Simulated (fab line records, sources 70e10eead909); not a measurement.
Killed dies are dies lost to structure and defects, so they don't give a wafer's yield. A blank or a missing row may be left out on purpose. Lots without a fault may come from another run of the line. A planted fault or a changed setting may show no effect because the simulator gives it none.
Which tool did it? | flow nand_harc | 9 lots, 27 wafers sampled, at 7 steps of a route of 1302

WHAT THE GAUGES READ, wafer by wafer
NHARC_A_CHANNEL_HOLE_D1_CD_MEAS_30.
lot  | measured     | on        | cd_nm (nm)
L303 | day 9 13:18  | cd_sem-03 | 89.8 90.1 89.9
L309 | day 11 03:06 | cd_sem-01 | 0.4 0.2 0.5
L308 | day 11 08:27 | cd_sem-03 | 0.4 0.3 0.0
L316 | day 14 16:35 | cd_sem-02 | 88.3 89.3 88.6
L319 | day 15 12:55 | cd_sem-01 | 90.5 90.3 91.6
L322 | day 16 16:30 | cd_sem-01 | 90.5 91.7 89.2
L324 | day 17 14:28 | cd_sem-03 | 89.5 89.0 89.7
L325 | day 17 18:40 | cd_sem-03 | 89.5 88.6 89.0
L326 | day 18 13:27 | cd_sem-03 | 90.2 89.6 89.1

NHARC_END_SORT_01.
lot  | measured     | on        | killed_at_array | killed_at_other | killed_at_periphery | killed_dies | killed_open | killed_short
L303 | day 24 23:42 | prober-02 | 52 39 47        | 2 1 0           | 1 2 1               | 55 42 48    | 2 2 4       | 6 2 2
L309 | day 26 02:19 | prober-02 | 674 677 669     | 0 0 3           | 3 0 5               | 677 677 677 | 8 5 6       | 5 6 10
L308 | day 26 20:16 | prober-01 | 670 669 671     | 1 1 1           | 6 7 5               | 677 677 677 | 4 5 4       | 8 2 1
L316 | day 29 19:11 | prober-02 | 20 23 22        | 0 0 0           | 4 1 1               | 24 24 23    | 6 2 7       | 2 3 2

WHICH TOOL RAN EACH LOT (tool, then ch and the chambers of the sampled wafers, then the start)
lot  | NHARC_A_CHANNEL_HOLE_D1_ETCH_38    | NHARC_A_CHANNEL_HOLE_D1_ETCH_23  | NHARC_A_CHANNEL_HOLE_D1_ETCH_26  | NHARC_A_CHANNEL_HOLE_D1_ETCH_33  | NHARC_A_CHANNEL_HOLE_D1_XSEM_31
L303 | rie_diel-01 ch 0,2, day 9 06:38    | har_etch-01 ch 0,1, day 9 09:17  | har_etch-01 ch 0,1, day 9 11:33  | har_etch-01 ch 0,1, day 9 11:44  | xsem-02 ch 0, day 9 13:23
L309 | rie_diel-01 ch 2,3, day 10 19:29   | har_etch-01 ch 0,1, day 10 23:13 | har_etch-01 ch 0,1, day 11 01:25 | har_etch-01 ch 0,1, day 11 01:36 | xsem-02 ch 0, day 11 03:12
L308 | rie_diel-07 ch 1,2,3, day 10 19:44 | har_etch-02 ch 1, day 11 01:39   | har_etch-02 ch 1, day 11 06:19   | har_etch-02 ch 1, day 11 06:43   | xsem-01 ch 0, day 11 08:32
L316 | rie_diel-07 ch 0,3, day 14 09:49   | har_etch-01 ch 0,1, day 14 12:36 | har_etch-01 ch 0,1, day 14 14:52 | har_etch-01 ch 0,1, day 14 15:04 | xsem-01 ch 0, day 14 16:40
L319 | rie_diel-01 ch 1,2,3, day 15 05:42 | har_etch-01 ch 0,1, day 15 08:50 | har_etch-01 ch 0,1, day 15 11:11 | har_etch-01 ch 0,1, day 15 11:23 | xsem-02 ch 0, day 15 13:01
L322 | rie_diel-01 ch 0,1,2, day 16 09:53 | har_etch-01 ch 0,1, day 16 12:25 | har_etch-01 ch 0,1, day 16 14:46 | har_etch-01 ch 0,1, day 16 14:58 | xsem-02 ch 0, day 16 16:36
L324 | rie_diel-07 ch 2,3, day 16 21:45   | har_etch-01 ch 0,1, day 17 10:29 | har_etch-01 ch 0,1, day 17 12:46 | har_etch-01 ch 0,1, day 17 12:58 | xsem-01 ch 0, day 17 14:33
L325 | rie_diel-01 ch 2,3, day 17 06:55   | har_etch-01 ch 0,1, day 17 14:40 | har_etch-01 ch 0,1, day 17 16:55 | har_etch-01 ch 0,1, day 17 17:06 | xsem-02 ch 0, day 17 18:46
L326 | rie_diel-07 ch 2,3, day 18 06:25   | har_etch-02 ch 0, day 18 09:28   | har_etch-02 ch 0, day 18 11:44   | har_etch-02 ch 0, day 18 11:56   | xsem-02 ch 0, day 18 13:33
- NHARC_A_CHANNEL_HOLE_D1_ETCH_38: etches the open film in CF4, target depth 39 nm, time 65 s.
- NHARC_A_CHANNEL_HOLE_D1_ETCH_23: etches the open film in C4F8/O2/Ar, time 819 s, target depth 1600 nm.
- NHARC_A_CHANNEL_HOLE_D1_ETCH_26: etches the open film in C4F8/O2/Ar, time 224.1 s, target depth 300 nm.
- NHARC_A_CHANNEL_HOLE_D1_ETCH_33: etches the open film in C4F8/O2/Ar, time 90 s, target depth 400 nm.
- NHARC_A_CHANNEL_HOLE_D1_XSEM_31

WHAT THE TOOLS THEMSELVES READ (means of the sampled wafers that have a number; where no wafer has one, the mark that the record gives instead)
NHARC_A_CHANNEL_HOLE_D1_ETCH_38.
lot  | tool        | bias_w (W) | cf4_flow_sccm (sccm) | drypump_motor_current_A (A) | mfc_ar_sccm (sccm) | oes_product_au (a.u.) | rf_vpp_V (V) | showerhead_plenum_p_Torr (Torr) | throttle_valve_pct (%)
L303 | rie_diel-01 | 99.90      | 150.3                | 5.66                        | 0.000              | 1.004                 | 151.5        | 1.85                            | 13.290
L309 | rie_diel-01 | 99.79      | 150.5                | 5.55                        | 0.000              | 0.996                 | 150.5        | 1.77                            | 13.281
L308 | rie_diel-07 | 99.85      | 150.0                | 5.93                        | 0.000              | 0.995                 | 151.7        | 1.77                            | 13.280
L316 | rie_diel-07 | 100.05     | 149.7                | 6.12                        | 0.000              | 0.998                 | 151.2        | 1.80                            | 13.289
L319 | rie_diel-01 | 100.02     | 149.9                | 5.44                        | 0.004              | 0.997                 | 150.9        | 1.76                            | 13.281
L322 | rie_diel-01 | 99.89      | 150.0                | 5.55                        | 0.004              | 1.009                 | 151.4        | 1.83                            | 13.288
L324 | rie_diel-07 | 100.15     | 150.6                | 6.02                        | 0.000              | 1.015                 | 151.1        | 1.79                            | 13.280
L325 | rie_diel-01 | 100.01     | 150.1                | 5.55                        | 0.000              | 1.002                 | 151.9        | 1.77                            | 13.281
L326 | rie_diel-07 | 99.83      | 149.7                | 6.06                        | 0.000              | 1.007                 | 152.0        | 1.83                            | 13.288

NHARC_A_CHANNEL_HOLE_D1_ETCH_23.
lot  | tool        | c4f8_flow_sccm (sccm) | chamber_pressure_mTorr (mTorr) | drypump_motor_current_A (A) | mfc_ar_sccm (sccm) | showerhead_plenum_p_Torr (Torr) | temp_c (C) | throttle_valve_pct (%)
L303 | har_etch-01 | 89.18                 | 19.978                         | 5.99                        | 375.0              | 3.68                            | -19.99     | 32.161
L309 | har_etch-01 | -                     | -                              | -                           | -                  | -                               | -          | -
L308 | har_etch-02 | -                     | -                              | -                           | -                  | -                               | -          | -
L316 | har_etch-01 | 89.11                 | 19.985                         | 5.99                        | 375.3              | 3.63                            | -19.98     | 32.147
L319 | har_etch-01 | 89.37                 | 19.996                         | 6.03                        | 376.9              | 3.63                            | -19.97     | 32.148
L322 | har_etch-01 | 89.42                 | 19.999                         | 5.99                        | 374.4              | 3.62                            | -20.05     | 32.162
L324 | har_etch-01 | 89.08                 | 20.005                         | 5.96                        | 375.5              | 3.61                            | -20.01     | 32.155
L325 | har_etch-01 | 88.99                 | 20.002                         | 5.98                        | 375.3              | 3.61                            | -20.09     | 32.157
L326 | har_etch-02 | 89.57                 | 19.989                         | 6.52                        | 376.5              | 3.88                            | -19.99     | 32.153

NHARC_A_CHANNEL_HOLE_D1_ETCH_26.
lot  | tool        | bias_v (V) | c4f8_flow_sccm (sccm) | drypump_motor_current_A (A) | mfc_ar_sccm (sccm) | showerhead_plenum_p_Torr (Torr) | temp_c (C) | throttle_valve_pct (%)
L303 | har_etch-01 | 304.1      | 11.39                 | 6.01                        | 376.0              | 3.72                            | -20.09     | 24.585
L309 | har_etch-01 | 299.3      | 11.39                 | 5.97                        | 375.3              | 3.71                            | -20.06     | 24.581
L308 | har_etch-02 | 301.2      | 11.40                 | 5.75                        | 374.6              | 3.54                            | -19.96     | 24.584
L316 | har_etch-01 | 301.7      | 11.40                 | 5.99                        | 375.7              | 3.68                            | -20.09     | 24.595
L319 | har_etch-01 | 301.5      | 11.42                 | 5.98                        | 375.3              | 3.67                            | -20.13     | 24.571
L322 | har_etch-01 | 297.3      | 11.40                 | 5.98                        | 374.4              | 3.66                            | -19.98     | 24.590
L324 | har_etch-01 | 299.8      | 11.41                 | 6.00                        | 375.2              | 3.65                            | -19.96     | 24.592
L325 | har_etch-01 | 301.3      | 11.37                 | 5.98                        | 375.0              | 3.65                            | -20.02     | 24.584
L326 | har_etch-02 | 298.9      | 11.42                 | 6.56                        | 375.6              | 3.93                            | -20.13     | 24.585

NHARC_A_CHANNEL_HOLE_D1_ETCH_33.
lot  | tool        | bias_v (V) | c4f8_flow_sccm (sccm) | drypump_motor_current_A (A) | mfc_ar_sccm (sccm) | showerhead_plenum_p_Torr (Torr) | temp_c (C) | throttle_valve_pct (%)
L303 | har_etch-01 | 400        | 41.58                 | 5.97                        | 374.5              | 3.72                            | -20.12     | 27.629
L309 | har_etch-01 | 395        | 41.59                 | 5.97                        | 375.1              | 3.70                            | -19.96     | 27.614
L308 | har_etch-02 | 406        | 41.82                 | 5.73                        | 375.5              | 3.54                            | -20.12     | 27.619
L316 | har_etch-01 | 404        | 41.78                 | 5.98                        | 373.7              | 3.67                            | -20.00     | 27.607
L319 | har_etch-01 | 401        | 41.79                 | 5.95                        | 374.8              | 3.66                            | -19.95     | 27.612
L322 | har_etch-01 | 398        | 41.71                 | 5.98                        | 374.8              | 3.66                            | -19.92     | 27.606
L324 | har_etch-01 | 399        | 41.66                 | 5.98                        | 374.6              | 3.65                            | -19.99     | 27.618
L325 | har_etch-01 | 401        | 41.68                 | 5.99                        | 375.1              | 3.64                            | -19.89     | 27.625
L326 | har_etch-02 | 396        | 41.67                 | 6.54                        | 373.3              | 3.92                            | -20.08     | 27.617

NHARC_A_CHANNEL_HOLE_D1_XSEM_31.
lot  | tool    | bot_cd_nm (nm) | bow_nm (nm) | tilt_deg (degrees)
L303 | xsem-02 | 74.9           | 9.09        | 0.13
L309 | xsem-02 | 0.1            | 0.59        | 0.08
L308 | xsem-01 | 0.7            | 0.52        | -0.01
L316 | xsem-01 | 74.0           | 8.56        | 0.05
L319 | xsem-02 | 75.0           | 8.44        | 0.17
L322 | xsem-02 | 75.9           | 8.42        | 0.11
L324 | xsem-01 | 73.8           | 8.85        | 0.04
L325 | xsem-02 | 73.2           | 8.58        | 0.11
L326 | xsem-02 | 74.2           | 8.93        | 0.08

THE ANSWER, worked out from the rows above alone
Rule: what is usual is taken from the lots themselves. Put in order of their means at a reading, lots are off if they are a third of the lots or fewer, leave a main group of 4 or more, and stand apart from it by a gap of 3 or more times the standard deviation of the main group's means; of several such gaps the widest counts. A main group whose means are all the same, to the digits that the tables above print for the reading, isn't used. A lot without any number at a reading at which 4 lots or more have one is off too. The other lots that the step has rows for count as sound. The gauges are gone through in route order, then the tools' own readings, and for those a lot's mean is taken as printed above. The first step at which some lot is off is used, and at that step the reading that is off furthest; a lot without a number counts as furthest.
Off: L309, L308, at NHARC_A_CHANNEL_HOLE_D1_CD_MEAS_30 (cd_nm). The main group: mean 89.7 nm, standard deviation 0.69.
A tool fits if, at a process step before that reading, it ran every lot that is off, and no sound lot after the first of them. The gauges at NHARC_A_CHANNEL_HOLE_D1_CD_MEAS_30 aren't tried: what is off there is off at NHARC_A_CHANNEL_HOLE_D1_ETCH_23 too, on other tools, and a gauge's error can't cause that. None of those tried fits.

WHAT THE SIMULATOR HAD PUT IN
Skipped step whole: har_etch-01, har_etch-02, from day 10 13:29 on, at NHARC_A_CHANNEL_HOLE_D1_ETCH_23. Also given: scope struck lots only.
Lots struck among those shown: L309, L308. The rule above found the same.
